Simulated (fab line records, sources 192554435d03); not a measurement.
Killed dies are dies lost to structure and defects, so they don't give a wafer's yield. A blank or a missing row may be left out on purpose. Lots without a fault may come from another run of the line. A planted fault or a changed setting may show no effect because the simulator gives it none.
Problem report in the 8D (eight disciplines) form, filled by code | flow n5_finfet | the parts of the form that need people (team, actions taken, sign-off) are left out
Where a reading is given only as a bound, like >300, the bound stands for it, and a mean or a difference that rests on one is marked > or <: the true number lies beyond.

1. THE PROBLEM
raw_defect_count at N5_HKMG_FIN_INSPECT_61 reads a mean of >300 on 6 wafers of 2 lots; wafers without a fault read 1.7 with a standard deviation of 1.3. That is +99 or more standard deviations from the usual mean.
The step: inspects for defects (macro).
First seen on wafer L273.2, day 5 19:01, on defect_inspect-01. The record holds 32 wafers of 11 lots with a number at this step. Rule for "out", or "out of limits": more than 4 standard deviations from the usual mean. The other wafers with a number count as sound.

2. WHAT IT IS AND WHAT IT IS NOT
question                    | is                     | is not
which readings at this step | raw_defect_count       | -
which lots                  | L273, L277             | L267, L269, L270, L271, L284, L286, L287, L288, L289
which wafers of those lots  | all that have a number | -
read on which gauges        | defect_inspect-01      | defect_inspect-02
when                        | from day 5 19:01       | up to then (12 sound wafers); but 14 sound wafers of L284, L286, L287, L288, L289 came after

3. SUSPECTS, AND WHAT RULES EACH OUT
Counting: a tool at a process step up to the reading stays a suspect if it ran every lot that is out and no sound lot after the first of them.
- the gauge at N5_HKMG_FIN_INSPECT_61: ruled out. All the wafers that are out were read on defect_inspect-01, but those of them that N5_PASSIVATION_PROBE_49 has rows for are out there too, on other tools.
- ald_hk-01 at N5_HKMG_FIN_ALD_74 (deposits La2O3, target thk 0.5 nm, pulse time 6 s, co reactant pulse time 1 s): kept. It ran every lot that is out, first L273 (day 5 18:25), and no sound lot after that; its last sound lot up to then is L271 (day 5 07:50).
Left after counting: ald_hk-01 at N5_HKMG_FIN_ALD_74.

4. THE CAUSE (what the simulator had put in)
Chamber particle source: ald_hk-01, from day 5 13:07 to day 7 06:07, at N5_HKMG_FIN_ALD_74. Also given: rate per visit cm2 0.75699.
Counting left only this tool.

5. THE CHAIN OF EFFECTS, in route order
Each row: a reading whose mean over the struck wafers that have a number lies more than 3 standard deviations from the usual. Only readings for which the record gives a usual standard deviation are gone through. hours: the time from each lot's start at the first step in this table that gives one to its start at this step, as a median over the lots. sigmas: the change in usual standard deviations.
hours | step                    | reading             | usual | on struck wafers | change | sigmas
0     | N5_HKMG_FIN_INSPECT_61  | raw_defect_count    | 1.7   | >300             | >+298  | +99 or more
203   | N5_PASSIVATION_PROBE_49 | killed_at_front_end | 42    | 104              | +62    | +5.2
203   | N5_PASSIVATION_PROBE_49 | killed_dies         | 108   | 172              | +64    | +3.5
203   | N5_PASSIVATION_PROBE_49 | killed_on_rim       | 15    | 30               | +15    | +3.6
The process steps in it:
- N5_PASSIVATION_PROBE_49

6. WHAT WOULD HAVE CAUGHT IT SOONER
In this record the first reading out of limits at a measuring or inspecting step was taken at day 5 19:01, 6 hours after the fault began at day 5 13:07.
Of the tool readings at N5_HKMG_FIN_ALD_74 for which the record gives a usual standard deviation, none was out on any struck wafer, so an alarm limit of 4 standard deviations on them would not have fired.
Of the lots that are out (2), L277 began N5_HKMG_FIN_ALD_74 on ald_hk-01 after day 5 19:01. A hold on the tool at that time would have spared it.
